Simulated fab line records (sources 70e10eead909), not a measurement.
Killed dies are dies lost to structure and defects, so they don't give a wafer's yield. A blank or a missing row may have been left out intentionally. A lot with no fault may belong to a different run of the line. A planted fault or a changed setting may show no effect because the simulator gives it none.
Which tool did it? | flow nand harc | 13 lots with 39 wafers sampled at 3 steps, on a route of 1302 steps

== WHAT THE GAUGES SHOWED, per wafer ==
NHARC_A_SOURCE_PLATE_INSPECT_08. Usual: raw defect count reads 66 (standard deviation 25).
lot  | measured     | on                | raw defect count | flag
L889 | day 7 15:51  | defect inspect-02 | 45 54 35         |
L890 | day 8 00:53  | defect inspect-01 | 72 69 160        |
L892 | day 9 05:31  | defect inspect-02 | 42 48 44         |
L894 | day 9 13:51  | defect inspect-02 | 131 121 70       |
L901 | day 12 10:53 | defect inspect-02 | 45 32 39         |
L902 | day 12 23:44 | defect inspect-01 | 99 82 64         |
L905 | day 14 08:24 | defect inspect-02 | 56 83 53         |
L907 | day 15 09:25 | defect inspect-02 | 74 58 46         |
L908 | day 15 15:22 | defect inspect-02 | 70 80 83         |
L909 | day 16 02:26 | defect inspect-02 | 67 46 69         |
L910 | day 16 02:26 | defect inspect-01 | 44 90 75         |
L911 | day 16 23:04 | defect inspect-02 | 109 45 73        |
L912 | day 17 15:48 | defect inspect-01 | 67 30 26         |

NHARC_A_ONON_D1_THK_MEAS_21: measures by ellipsometry. Usual: thk nm reads 1001 nm (standard deviation 9.8).
lot  | measured     | on            | thk nm (nm)    | flag
L889 | day 8 03:01  | film metro-01 | 992 993 991    |
L890 | day 8 12:41  | film metro-02 | 996 997 996    |
L892 | day 9 17:42  | film metro-02 | 985 985 985    |
L894 | day 10 01:54 | film metro-01 | 1022 1023 1025 |
L901 | day 12 20:47 | film metro-02 | 992 960 959    | OFF
L902 | day 13 10:53 | film metro-02 | 1008 1008 1007 |
L905 | day 14 19:34 | film metro-02 | 997 997 996    |
L907 | day 15 20:39 | film metro-02 | 1006 1005 1005 |
L908 | day 16 02:32 | film metro-01 | 998 998 998    |
L909 | day 16 14:12 | film metro-01 | 1012 1010 1008 |
L910 | day 16 14:26 | film metro-01 | 1001 1002 1000 |
L911 | day 17 11:42 | film metro-02 | 1011 1011 1014 |
L912 | day 18 02:49 | film metro-02 | 1016 1014 1015 |

== WHICH TOOL RAN EACH LOT (tool, then ch and the chambers of the sampled wafers, then the start) ==
lot  | NHARC_A_ONON_D1_DEP_19
L889 | pecvd onon-02 ch 0, day 8 02:30
L890 | pecvd onon-03 ch 0, day 8 12:14
L892 | pecvd onon-01 ch 0, day 9 17:18
L894 | pecvd onon-01 ch 0, day 10 01:23
L901 | pecvd onon-01 ch 0, day 12 20:16
L902 | pecvd onon-02 ch 0, day 13 10:23
L905 | pecvd onon-02 ch 0, day 14 19:10
L907 | pecvd onon-02 ch 0, day 15 20:12
L908 | pecvd onon-01 ch 0, day 16 02:02
L909 | pecvd onon-01 ch 0, day 16 13:41
L910 | pecvd onon-03 ch 0, day 16 13:59
L911 | pecvd onon-03 ch 0, day 17 11:22
L912 | pecvd onon-01 ch 0, day 18 02:19
- NHARC_A_ONON_D1_DEP_19: target thk 1000 nm.

== WHAT THE TOOLS THEMSELVES READ (means of the sampled wafers that have a number; where no wafer has one, the mark that the record gives instead) ==
NHARC_A_ONON_D1_DEP_19. Usual: n2 flow sccm reads 2750 sccm (standard deviation 7.9).
lot  | tool          | n2 flow sccm (sccm) | flag
L889 | pecvd onon-02 | 2735                |
L890 | pecvd onon-03 | 2753                |
L892 | pecvd onon-01 | 2742                |
L894 | pecvd onon-01 | 2751                |
L901 | pecvd onon-01 | 2741                |
L902 | pecvd onon-02 | 2757                |
L905 | pecvd onon-02 | 2756                |
L907 | pecvd onon-02 | 2742                |
L908 | pecvd onon-01 | 2741                |
L909 | pecvd onon-01 | 2750                |
L910 | pecvd onon-03 | 2758                |
L911 | pecvd onon-03 | 2756                |
L912 | pecvd onon-01 | 2751                |

== THE ANSWER, worked out from the rows above alone ==
Rule: a lot counts as off when the mean over its wafers that have a number is more than 3 standard deviations away from the usual mean. Also off: a lot with no number at a reading for which 4 or more lots have one. The other lots that the step has rows for count as sound. First the gauges in route order, then the tools' own readings, where a lot's mean is used as printed above. At the first step where some lot is off, the reading lying furthest off is the one used; lots without a number count as furthest.
Off: L901 (NHARC_A_ONON_D1_THK_MEAS_21, thk nm).
A tool fits if, at a process step before that reading, it ran every lot that is off, and no sound lot after the first of them. The gauges at NHARC_A_ONON_D1_THK_MEAS_21 are tried like those tools. Not one of the candidates tried fits.

== WHAT THE SIMULATOR HAD PUT IN ==
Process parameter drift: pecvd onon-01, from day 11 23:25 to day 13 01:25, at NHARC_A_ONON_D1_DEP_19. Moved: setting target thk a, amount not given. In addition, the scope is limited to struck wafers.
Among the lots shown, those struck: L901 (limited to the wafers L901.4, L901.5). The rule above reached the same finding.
